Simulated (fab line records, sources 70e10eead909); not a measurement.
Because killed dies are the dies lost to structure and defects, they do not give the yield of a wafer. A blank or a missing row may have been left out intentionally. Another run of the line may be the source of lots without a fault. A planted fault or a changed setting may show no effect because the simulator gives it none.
Which tool is to blame? :: flow nand harc :: 45 wafers from 15 lots sampled at 2 of the route's 1302 steps

WHAT THE GAUGES READ, wafer by wafer
NHARC_THIN_TSV_THK_MEAS_02: measures by ir.
lot: L465
measured: day 24 19:09
on: film metro-01
thk nm (nm): 2927 3065 3051

lot: L468
measured: day 25 12:33
on: film metro-02
thk nm (nm): 2774 2894 2709

lot: L467
measured: day 25 18:13
on: film metro-01
thk nm (nm): 3120 3076 2971

lot: L469
measured: day 26 14:55
on: film metro-01
thk nm (nm): 2758 3172 2888

lot: L473
measured: day 27 04:41
on: film metro-02
thk nm (nm): 2910 2801 2722

lot: L472
measured: day 27 09:02
on: film metro-01
thk nm (nm): 3133 2936 2877

lot: L475
measured: day 28 05:28
on: film metro-02
thk nm (nm): 3508 3197 2977

lot: L477
measured: day 29 15:23
on: film metro-02
thk nm (nm): 2861 2764 2866

lot: L478
measured: day 29 23:16
on: film metro-01
thk nm (nm): 3198 3121 2805

lot: L479
measured: day 30 00:28
on: film metro-02
thk nm (nm): 3019 3051 3213

lot: L480
measured: day 30 01:40
on: film metro-02
thk nm (nm): 2969 3039 2702

lot: L481
measured: day 31 01:46
on: film metro-02
thk nm (nm): 3087 3328 2967

lot: L484
measured: day 31 14:16
on: film metro-01
thk nm (nm): 2989 2889 2851

lot: L482
measured: day 31 15:27
on: film metro-01
thk nm (nm): 3359 3262 3202

lot: L487
measured: day 33 14:20
on: film metro-02
thk nm (nm): 2856 3047 2693

TOOL THAT RAN EACH LOT (tool first, then ch and the chambers of the sampled wafers, then the start)
lot: L465
NHARC_THIN_TSV_CMP_01: cmp-02 ch 0,1,2, day 24 18:53

lot: L468
NHARC_THIN_TSV_CMP_01: cmp-02 ch 0,1,2, day 25 12:20

lot: L467
NHARC_THIN_TSV_CMP_01: cmp-02 ch 0,1,3, day 25 17:59

lot: L469
NHARC_THIN_TSV_CMP_01: cmp-01 ch 0,2, day 26 14:39

lot: L473
NHARC_THIN_TSV_CMP_01: cmp-01 ch 0,3, day 27 04:25

lot: L472
NHARC_THIN_TSV_CMP_01: cmp-01 ch 0,3, day 27 08:47

lot: L475
NHARC_THIN_TSV_CMP_01: cmp-01 ch 0,2,3, day 28 05:13

lot: L477
NHARC_THIN_TSV_CMP_01: cmp-02 ch 0,1,3, day 29 15:07

lot: L478
NHARC_THIN_TSV_CMP_01: cmp-02 ch 0,1,3, day 29 22:59

lot: L479
NHARC_THIN_TSV_CMP_01: cmp-02 ch 2,3, day 30 00:12

lot: L480
NHARC_THIN_TSV_CMP_01: cmp-02 ch 0,1,2, day 30 01:25

lot: L481
NHARC_THIN_TSV_CMP_01: cmp-02 ch 1,2,3, day 31 01:33

lot: L484
NHARC_THIN_TSV_CMP_01: cmp-02 ch 0,2, day 31 14:02

lot: L482
NHARC_THIN_TSV_CMP_01: cmp-02 ch 0,1,3, day 31 15:16

lot: L487
NHARC_THIN_TSV_CMP_01: cmp-02 ch 0,1,2, day 33 14:05
- NHARC_THIN_TSV_CMP_01: polishes.

WHAT THE TOOLS THEMSELVES READ (means of the sampled wafers that have a number; where no wafer has one, the mark that the record gives instead)
NHARC_THIN_TSV_CMP_01.
lot: L465
tool: cmp-02
motor current A (A): 11.5
slurry flow ml min: 150.0

lot: L468
tool: cmp-02
motor current A (A): 12.1
slurry flow ml min: 149.6

lot: L467
tool: cmp-02
motor current A (A): 12.1
slurry flow ml min: 150.3

lot: L469
tool: cmp-01
motor current A (A): 12.0
slurry flow ml min: 150.0

lot: L473
tool: cmp-01
motor current A (A): 12.3
slurry flow ml min: 149.9

lot: L472
tool: cmp-01
motor current A (A): 12.5
slurry flow ml min: 149.9

lot: L475
tool: cmp-01
motor current A (A): 11.9
slurry flow ml min: 150.4

lot: L477
tool: cmp-02
motor current A (A): 12.7
slurry flow ml min: 149.9

lot: L478
tool: cmp-02
motor current A (A): 12.3
slurry flow ml min: 150.3

lot: L479
tool: cmp-02
motor current A (A): 11.7
slurry flow ml min: 150.4

lot: L480
tool: cmp-02
motor current A (A): 11.4
slurry flow ml min: 149.7

lot: L481
tool: cmp-02
motor current A (A): 11.9
slurry flow ml min: 150.2

lot: L484
tool: cmp-02
motor current A (A): 10.5
slurry flow ml min: 149.6

lot: L482
tool: cmp-02
motor current A (A): 11.9
slurry flow ml min: 150.0

lot: L487
tool: cmp-02
motor current A (A): 11.6
slurry flow ml min: 150.3

THE ANSWER, worked out from the rows above alone
Rule: the usual values come from the lots themselves. The widest of any qualifying gaps counts: lots, ordered by their means at a reading, are off when they make up no more than a third of the lots, leave a main group of 4 or more, and stand apart from it by 3 or more times the standard deviation of that group's means. If all means in a main group match to the digits the tables above print for the reading, that group is not used. A lot without any number at a reading at which 4 lots or more have one is off too. Any other lot the step has rows for is counted as sound. The gauges are gone through in route order, then the tools' own readings, and for those a lot's mean is taken as printed above. The first step at which some lot is off is used, and at that step the reading that is off furthest; a lot without a number counts as furthest.
No lot is off at any reading shown: from this, nothing can be told.

WHAT WAS PUT IN BY THE SIMULATOR
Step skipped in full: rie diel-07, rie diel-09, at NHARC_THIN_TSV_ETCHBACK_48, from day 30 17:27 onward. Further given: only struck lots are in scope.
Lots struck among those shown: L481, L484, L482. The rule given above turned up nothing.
